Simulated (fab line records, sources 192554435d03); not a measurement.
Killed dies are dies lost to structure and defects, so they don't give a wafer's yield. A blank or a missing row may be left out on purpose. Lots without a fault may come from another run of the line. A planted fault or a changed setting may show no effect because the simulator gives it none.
Split-lot experiment | flow n5_finfet | 7 lots, 39 wafers read, on a route of 1938 steps

THE SPLIT
At N5_DUMMY_GATE_ETCH_37 (etches SOC in N2/H2, target depth 60 nm, overetch 30 nm), the setting source_w was moved away from the recipe's 840 W on 15 of the 39 wafers read, by -18.7% to +8.2%. The other wafers ran this setting at the recipe's value.

The reading is taken at the split's own step.

THE READING
rf_vpp_V, in V, at N5_DUMMY_GATE_ETCH_37 (etches SOC in N2/H2, target depth 60 nm, overetch 30 nm). Fault-free wafers of this fab line usually give 523.9 V, standard deviation 2.1 V.

wafer  | tool, chamber at the split | source_w as run, W | against the recipe | rf_vpp_V, V | against lot-mates on the recipe
L081.1 | rie_diel-03, 3             | 840                | recipe             | 526.5       | -
L081.2 | rie_diel-03, 2             | 899.9              | +7.1%              | 509.6       | -14.9
L081.3 | rie_diel-03, 1             | 840                | recipe             | 523.7       | -
L081.4 | rie_diel-03, 1             | 840                | recipe             | 523.2       | -
L081.5 | rie_diel-03, 2             | 899.9              | +7.1%              | 509.2       | -15.3
L081.6 | rie_diel-03, 3             | 899.9              | +7.1%              | 515.3       | -9.2
L082.1 | rie_diel-04, 3             | 840                | recipe             | 522.0       | -
L082.2 | rie_diel-04, 2             | 683.1              | -18.7%             | 563.2       | +39.3
L082.3 | rie_diel-04, 0             | 840                | recipe             | 525.4       | -
L082.4 | rie_diel-04, 1             | 840                | recipe             | 524.3       | -
L082.5 | rie_diel-04, 0             | 683.1              | -18.7%             | 562.3       | +38.4
L082.6 | rie_diel-04, 1             | 683.1              | -18.7%             | 561.0       | +37.1
L084.1 | rie_diel-01, 1             | 754.9              | -10.1%             | 543.2       | +20.8
L084.2 | rie_diel-01, 3             | 840                | recipe             | 522.2       | -
L084.3 | rie_diel-01, 2             | 840                | recipe             | 521.9       | -
L084.4 | rie_diel-01, 0             | 754.9              | -10.1%             | 545.1       | +22.7
L084.5 | rie_diel-01, 0             | 754.9              | -10.1%             | 543.6       | +21.2
L084.6 | rie_diel-01, 1             | 840                | recipe             | 523.1       | -
L085.2 | rie_diel-04, 1             | 840                | recipe             | 523.4       | -
L085.3 | rie_diel-04, 3             | 840                | recipe             | 520.4       | -
L085.5 | rie_diel-04, 0             | 840                | recipe             | 525.9       | -
L088.1 | rie_diel-03, 0             | 896.9              | +6.8%              | 513.2       | -12.5
L088.2 | rie_diel-03, 3             | 840                | recipe             | 526.7       | -
L088.3 | rie_diel-03, 1             | 896.9              | +6.8%              | 512.7       | -13.0
L088.4 | rie_diel-03, 2             | 896.9              | +6.8%              | 509.8       | -15.9
L088.5 | rie_diel-03, 0             | 840                | recipe             | 526.0       | -
L088.6 | rie_diel-03, 3             | 840                | recipe             | 524.4       | -
L096.1 | rie_diel-03, 1             | 908.6              | +8.2%              | 510.6       | -11.1
L096.2 | rie_diel-03, 0             | 840                | recipe             | 524.6       | -
L096.3 | rie_diel-03, 3             | 908.6              | +8.2%              | 512.6       | -9.1
L096.4 | rie_diel-03, 2             | 840                | recipe             | 520.9       | -
L096.5 | rie_diel-03, 3             | 908.6              | +8.2%              | 511.3       | -10.4
L096.6 | rie_diel-03, 2             | 840                | recipe             | 519.6       | -
L097.1 | rie_diel-03, 3             | 840                | recipe             | 526.7       | -
L097.2 | rie_diel-03, 1             | 840                | recipe             | 523.3       | -
L097.3 | rie_diel-03, 0             | 840                | recipe             | 524.7       | -
L097.4 | rie_diel-03, 2             | 840                | recipe             | 519.7       | -
L097.5 | rie_diel-03, 1             | 840                | recipe             | 523.7       | -
L097.6 | rie_diel-03, 0             | 840                | recipe             | 525.7       | -

THE FIT
A straight line over all 39 wafers: rf_vpp_V changes by -1.93 V for each +1% of source_w; r = -0.99; the points scatter about the line by 2.3 V.
The same after taking each lot's own level away (the mean of its wafers on the recipe; 39 wafers): -1.95 V for each +1%; r = -0.99; scatter 2.4 V.
On that fit, the largest move of source_w shifts the reading by 36 V.
The lots' own levels span 521.70 to 525.70 V, that is 1.9 times the standard deviation above.
So the lot-to-lot level changes the slope little: the two slopes agree.
Check: with one of the wafers moved furthest among these (-18.7%) left out of the fit, the line predicts +36.6 V for it against its lot-mates. It came out at +39.3 V against them.
Tool readings at the split's step, against how far the setting was moved: rf_vpp_V r = -0.99.

OTHER SPLITS ON THESE WAFERS
These wafers also went through other splits before the reading. Each is held against what the fit with the lots' levels taken away leaves over:
other split on the same wafers  | wafers away from the commonest value | r with rf_vpp_V (lot level and that fit taken away)
N5_WELL_APT_EPI_41 target_thk_a | 18                                   | +0.00
N5_DUMMY_GATE_EXPOSE_12 dose_mj | 15                                   | +0.03

THE FILE'S OWN FIT
rf_vpp_V changes by -1.96 V for each +1% of source_w, r = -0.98.
